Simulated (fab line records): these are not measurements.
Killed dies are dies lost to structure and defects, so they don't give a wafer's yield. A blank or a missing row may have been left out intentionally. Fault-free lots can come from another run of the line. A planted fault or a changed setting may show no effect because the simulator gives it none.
Shared-tool check    flow nand harc    13 lots, 39 wafers sampled

## REASON IT WAS OPENED
On 2 of the 13 lots, a flag is raised at NHARC_END_SORT_01 on the reading killed at periphery. Fault-free wafers read 3.0, with a standard deviation of 2.
Rule: flag the lot when none of its wafers has a number, or when each of its wafers that has one lies beyond 4 standard deviations from that mean. The other lots count as sound.

lot   measured      on         killed at periphery, wafer by wafer  flag
L210  day 19 13:40  prober-01  4 7 1                                
L212  day 19 21:27  prober-01  4 8 5                                
L211  day 20 05:58  prober-02  2 6 3                                
L213  day 20 06:50  prober-01  1 3 3                                
L215  day 21 02:23  prober-01  644 647 645                          FLAGGED
L216  day 21 11:05  prober-01  649 633 629                          FLAGGED
L217  day 21 17:05  prober-02  2 0 4                                
L224  day 23 12:50  prober-01  2 3 2                                
L226  day 23 13:37  prober-02  3 2 3                                
L227  day 23 21:27  prober-01  2 3 2                                
L231  day 24 12:58  prober-02  1 1 4                                
L230  day 24 18:47  prober-01  7 3 7                                
L232  day 25 03:30  prober-01  0 1 1                                
Averaged over the flagged lots the numbers come to 641.2, +638.2 from the usual (+99 or more standard deviations).

## LOT BY LOT: THE TOOL USED
Before the reading, the record contains 3 process steps out of a 1159-step route. Every cell lists first the tool, next ch and the chambers used by the sampled wafers, and last the start.
lot   flag     NHARC_P_ZERO_WELL_DESCUM_13        NHARC_P_ZERO_WELL_ETCH_62                     NHARC_P_ZERO_WELL_IMPLANT_27
L210           rie diel-10 ch 0,1,3, day 1 19:23  rie diel-10 ch 0,1,3, day 1 20:53 or earlier  implanter-02 ch 0, day 1 20:53
L212           rie diel-10 ch 2,3, day 2 07:26    rie diel-10 ch 0,2,3, day 2 08:56 or earlier  implanter-01 ch 0, day 2 08:56
L211           rie diel-05 ch 0,1, day 2 01:25    rie diel-05 ch 0,1, day 2 02:56 or earlier    implanter-01 ch 0, day 2 02:56
L213           rie diel-11 ch 2,3, day 2 13:25    rie diel-11 ch 0,3, day 2 15:01 or earlier    implanter-01 ch 0, day 2 15:01
L215  FLAGGED  rie diel-05 ch 0,1, day 3 01:24    rie diel-05 ch 2,3, day 3 02:56 or earlier    implanter-01, day 3 02:56
L216  FLAGGED  rie diel-10 ch 1,2, day 3 07:24    rie diel-10 ch 1,2,3, day 3 08:51 or earlier  implanter-02, day 3 08:51
L217           rie diel-05 ch 0,1,3, day 3 13:31  rie diel-05 ch 0,2,3, day 3 15:03 or earlier  implanter-02 ch 0, day 3 15:03
L224           rie diel-10 ch 0,3, day 5 07:19    rie diel-10 ch 0,1,3, day 5 08:48 or earlier  implanter-01 ch 0, day 5 08:48
L226           rie diel-10 ch 1,2,3, day 5 19:18  rie diel-10 ch 0,2, day 5 20:50 or earlier    implanter-01 ch 0, day 5 20:50
L227           rie diel-10 ch 0,1,2, day 6 01:17  rie diel-10 ch 0,2,3, day 6 02:42 or earlier  implanter-01 ch 0, day 6 02:42
L231           rie diel-05 ch 1,2,3, day 7 01:28  rie diel-05 ch 0,3, day 7 02:51 or earlier    implanter-02 ch 0, day 7 02:51
L230           rie diel-11 ch 1,2,3, day 6 19:20  rie diel-11 ch 1,3, day 6 20:52 or earlier    implanter-02 ch 0, day 6 20:52
L232           rie diel-05 ch 1,2, day 7 07:17    rie diel-05 ch 0,1,3, day 7 08:43 or earlier  implanter-02 ch 0, day 7 08:43
What is done by these steps:
- NHARC_P_ZERO_WELL_DESCUM_13: chemistry O2, time 3 s.
- NHARC_P_ZERO_WELL_ETCH_62: etches the open film in CHF3/Ar, target depth 13 nm, time 6.5 s.
- NHARC_P_ZERO_WELL_IMPLANT_27
- NHARC_END_SORT_01

## FLAGGED AGAINST TOTAL, ONE TOOL AT A TIME (gauges that did the reading follow at the end)
step                          tool          lots run  flagged  share of the flagged lots  sound lots run after its first flagged lot
NHARC_P_ZERO_WELL_DESCUM_13   rie diel-05   5         1        some                       3 (L217,L231,L232)
NHARC_P_ZERO_WELL_DESCUM_13   rie diel-10   6         1        some                       3 (L224,L226,L227)
NHARC_P_ZERO_WELL_DESCUM_13   rie diel-11   2         0        none                       -
NHARC_P_ZERO_WELL_ETCH_62     rie diel-05   5         1        some                       3 (L217,L231,L232)
NHARC_P_ZERO_WELL_ETCH_62     rie diel-10   6         1        some                       3 (L224,L226,L227)
NHARC_P_ZERO_WELL_ETCH_62     rie diel-11   2         0        none                       -
NHARC_P_ZERO_WELL_IMPLANT_27  implanter-01  7         1        some                       3 (L224,L226,L227)
NHARC_P_ZERO_WELL_IMPLANT_27  implanter-02  6         1        some                       4 (L217,L230,L231,L232)
NHARC_END_SORT_01             prober-01     9         2        all                        4 (L224,L227,L230,L232)
NHARC_END_SORT_01             prober-02     4         0        none                       -
NHARC_P_ZERO_WELL_ETCH_62: start missing for some lots; hours and lot order therefore follow NHARC_P_ZERO_WELL_IMPLANT_27.

## WHAT THE TABLE ALLOWS
Rows of the table that ran each flagged lot: 1, that is prober-01 at NHARC_END_SORT_01.
- prober-01 at NHARC_END_SORT_01 ran 9 lots, 2 of them flagged. Lots that were sound ran on it after the first flagged one (L224, L227, L230, L232); a persistent fault on the entire tool would not allow that.
Every row of the table either missed a flagged lot or ran a sound lot after the first.

## WHAT THE SIMULATOR HAD PUT IN
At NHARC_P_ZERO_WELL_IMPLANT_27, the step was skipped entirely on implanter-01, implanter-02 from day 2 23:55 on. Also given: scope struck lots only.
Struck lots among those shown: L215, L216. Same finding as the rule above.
